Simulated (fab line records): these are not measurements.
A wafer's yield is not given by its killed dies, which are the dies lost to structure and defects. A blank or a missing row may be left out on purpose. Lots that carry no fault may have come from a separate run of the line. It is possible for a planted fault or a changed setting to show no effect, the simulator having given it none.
Chamber matching || flow nand-harc || rie-diel-03 running NHARC_HYBRID_BOND_ACTIVATE_00: 4 sister chambers
The step chemistry N2, time 60 s. 16 wafers are shown with their chamber, then 8 later ones without.

## WAFERS WITH THEIR CHAMBER
{"wafer": "L292.1", "chamber": 3, "drypump-motor-current-A (A)": 6.2, "oes-product-au (a.u.)": 0.991, "rf-vpp-V (V)": 64.1}
{"wafer": "L292.2", "chamber": 2, "drypump-motor-current-A (A)": 6.0, "oes-product-au (a.u.)": 1.013, "rf-vpp-V (V)": 65.0}
{"wafer": "L292.5", "chamber": 2, "drypump-motor-current-A (A)": 6.0, "oes-product-au (a.u.)": 1.016, "rf-vpp-V (V)": 64.3}
{"wafer": "L294.1", "chamber": 3, "drypump-motor-current-A (A)": 6.2, "oes-product-au (a.u.)": 0.988, "rf-vpp-V (V)": 64.3}
{"wafer": "L294.3", "chamber": 2, "drypump-motor-current-A (A)": 5.9, "oes-product-au (a.u.)": 1.015, "rf-vpp-V (V)": 63.7}
{"wafer": "L294.6", "chamber": 0, "drypump-motor-current-A (A)": 5.7, "oes-product-au (a.u.)": 1.014, "rf-vpp-V (V)": 64.3}
{"wafer": "L296.4", "chamber": 0, "drypump-motor-current-A (A)": 5.7, "oes-product-au (a.u.)": 1.012, "rf-vpp-V (V)": 63.5}
{"wafer": "L296.5", "chamber": 2, "drypump-motor-current-A (A)": 5.9, "oes-product-au (a.u.)": 1.004, "rf-vpp-V (V)": 63.9}
{"wafer": "L296.6", "chamber": 1, "drypump-motor-current-A (A)": 6.6, "oes-product-au (a.u.)": 1.003, "rf-vpp-V (V)": 65.7}
{"wafer": "L302.1", "chamber": 3, "drypump-motor-current-A (A)": 6.2, "oes-product-au (a.u.)": 0.986, "rf-vpp-V (V)": 64.4}
{"wafer": "L302.2", "chamber": 1, "drypump-motor-current-A (A)": 6.6, "oes-product-au (a.u.)": 0.975, "rf-vpp-V (V)": 64.3}
{"wafer": "L302.3", "chamber": 2, "drypump-motor-current-A (A)": 6.0, "oes-product-au (a.u.)": 1.012, "rf-vpp-V (V)": 62.8}
{"wafer": "L305.1", "chamber": 2, "drypump-motor-current-A (A)": 5.9, "oes-product-au (a.u.)": 1.002, "rf-vpp-V (V)": 62.8}
{"wafer": "L305.2", "chamber": 1, "drypump-motor-current-A (A)": 6.6, "oes-product-au (a.u.)": 0.991, "rf-vpp-V (V)": 64.8}
{"wafer": "L305.6", "chamber": 3, "drypump-motor-current-A (A)": 6.2, "oes-product-au (a.u.)": 1.004, "rf-vpp-V (V)": 64.7}
{"wafer": "L309.2", "chamber": 3, "drypump-motor-current-A (A)": 6.2, "oes-product-au (a.u.)": 1.008, "rf-vpp-V (V)": 63.7}

SIGNATURES (averages over the wafers above)
{"reading": "drypump-motor-current-A", "chamber 0": 5.700, "chamber 1": 6.600, "chamber 2": 5.950, "chamber 3": 6.200, "scatter within a chamber": 0.0354}
{"reading": "oes-product-au", "chamber 0": 1.01300, "chamber 1": 0.98967, "chamber 2": 1.01033, "chamber 3": 0.99540, "scatter within a chamber": 0.00897}
{"reading": "rf-vpp-V", "chamber 0": 63.900, "chamber 1": 64.933, "chamber 2": 63.750, "chamber 3": 64.240, "scatter within a chamber": 0.682}
Rule: distance of a wafer from a chamber = root of the sum over the readings of ((wafer's reading minus chamber's mean) / reading's scatter) squared. If the next closest chamber is less than 2 further off than the closest, the wafer can't be placed; otherwise it belongs to the closest. The scatter: the root of (the sum of the squares of (reading less its chamber's mean) over the shown wafers, divided by (wafers less chambers)).

## WAFERS MISSING THEIR CHAMBER
{"wafer": "L309.3", "drypump-motor-current-A (A)": 5.9, "oes-product-au (a.u.)": 1.009, "rf-vpp-V (V)": 64.3}
{"wafer": "L309.6", "drypump-motor-current-A (A)": 5.8, "oes-product-au (a.u.)": 0.997, "rf-vpp-V (V)": 64.8}
{"wafer": "L311.3", "drypump-motor-current-A (A)": 6.6, "oes-product-au (a.u.)": 0.995, "rf-vpp-V (V)": 64.0}
{"wafer": "L311.5", "drypump-motor-current-A (A)": 6.6, "oes-product-au (a.u.)": 1.000, "rf-vpp-V (V)": 64.9}
{"wafer": "L311.6", "drypump-motor-current-A (A)": 5.7, "oes-product-au (a.u.)": 0.994, "rf-vpp-V (V)": 63.3}
{"wafer": "L312.1", "drypump-motor-current-A (A)": 6.2, "oes-product-au (a.u.)": 0.993, "rf-vpp-V (V)": 65.4}
{"wafer": "L312.4", "drypump-motor-current-A (A)": 6.0, "oes-product-au (a.u.)": 1.012, "rf-vpp-V (V)": 62.2}
{"wafer": "L312.5", "drypump-motor-current-A (A)": 5.7, "oes-product-au (a.u.)": 0.992, "rf-vpp-V (V)": 62.9}

## EACH ONE'S CHAMBER
{"wafer": "L309.3", "from the rows above": 2, "in truth": 2}
{"wafer": "L309.6", "from the rows above": "can't be placed: 0 or 2", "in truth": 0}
{"wafer": "L311.3", "from the rows above": 1, "in truth": 1}
{"wafer": "L311.5", "from the rows above": 1, "in truth": 1}
{"wafer": "L311.6", "from the rows above": 0, "in truth": 0}
{"wafer": "L312.1", "from the rows above": 3, "in truth": 3}
{"wafer": "L312.4", "from the rows above": 2, "in truth": 2}
{"wafer": "L312.5", "from the rows above": 0, "in truth": 0}
Correctly placed: 7 of 8. Cannot be placed on the basis of these rows: 1; the candidates contain the true chamber in 1. Placed wrongly: 0.
